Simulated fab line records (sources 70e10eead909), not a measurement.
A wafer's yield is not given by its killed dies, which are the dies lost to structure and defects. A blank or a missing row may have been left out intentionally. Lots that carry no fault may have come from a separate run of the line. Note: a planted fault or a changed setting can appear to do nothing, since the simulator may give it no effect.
Chamber matching :: flow nand-harc :: NHARC_A_SLIT_DEP_23 on pecvd-01 has 3 sister chambers
The step deposits SiON, target thk 100 nm. 3 wafers are shown with their chamber, then 8 later ones without.

EACH WAFER AND ITS CHAMBER
wafer: L080.5
chamber: 0
heater-power-w (W): 705

wafer: L082.2
chamber: 1
heater-power-w (W): 662

wafer: L084.1
chamber: 2
heater-power-w (W): 650

WAFERS WITH NO CHAMBER GIVEN
wafer: L084.5
heater-power-w (W): 650

wafer: L084.6
heater-power-w (W): 703

wafer: L085.2
heater-power-w (W): 760

wafer: L085.3
heater-power-w (W): 708

wafer: L085.4
heater-power-w (W): 608

wafer: L086.3
heater-power-w (W): 640

wafer: L086.4
heater-power-w (W): 660

wafer: L086.6
heater-power-w (W): 572

WHICH CHAMBER EACH ONE RAN IN
wafer: L084.5
from the rows above: can't be placed: 2 or 1 or 0
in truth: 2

wafer: L084.6
from the rows above: can't be placed: 0 or 1 or 2
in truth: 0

wafer: L085.2
from the rows above: can't be placed: 0 or 1 or 2
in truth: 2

wafer: L085.3
from the rows above: can't be placed: 0 or 1 or 2
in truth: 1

wafer: L085.4
from the rows above: can't be placed: 2 or 1 or 0
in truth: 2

wafer: L086.3
from the rows above: can't be placed: 2 or 1 or 0
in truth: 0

wafer: L086.4
from the rows above: can't be placed: 1 or 2 or 0
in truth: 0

wafer: L086.6
from the rows above: can't be placed: 2 or 1 or 0
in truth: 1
Correct placement for 0 of the 8. Cannot be placed on the basis of these rows: 8; the candidates contain the true chamber in 8. Number placed wrongly: 0.
How it was worked out, from the rows above alone: a wafer's distance from a chamber is the root of the sum, over the readings, of the square of ((its reading less the chamber's mean) divided by the reading's scatter). If the next closest chamber is less than 2 further off than the closest, the wafer can't be placed; otherwise it belongs to the closest. The mean given for a chamber averages the wafers shown for that chamber. The scatter: with one shown wafer a chamber, the root of the mean of the squares of how far each hidden wafer lies from its nearest shown one.
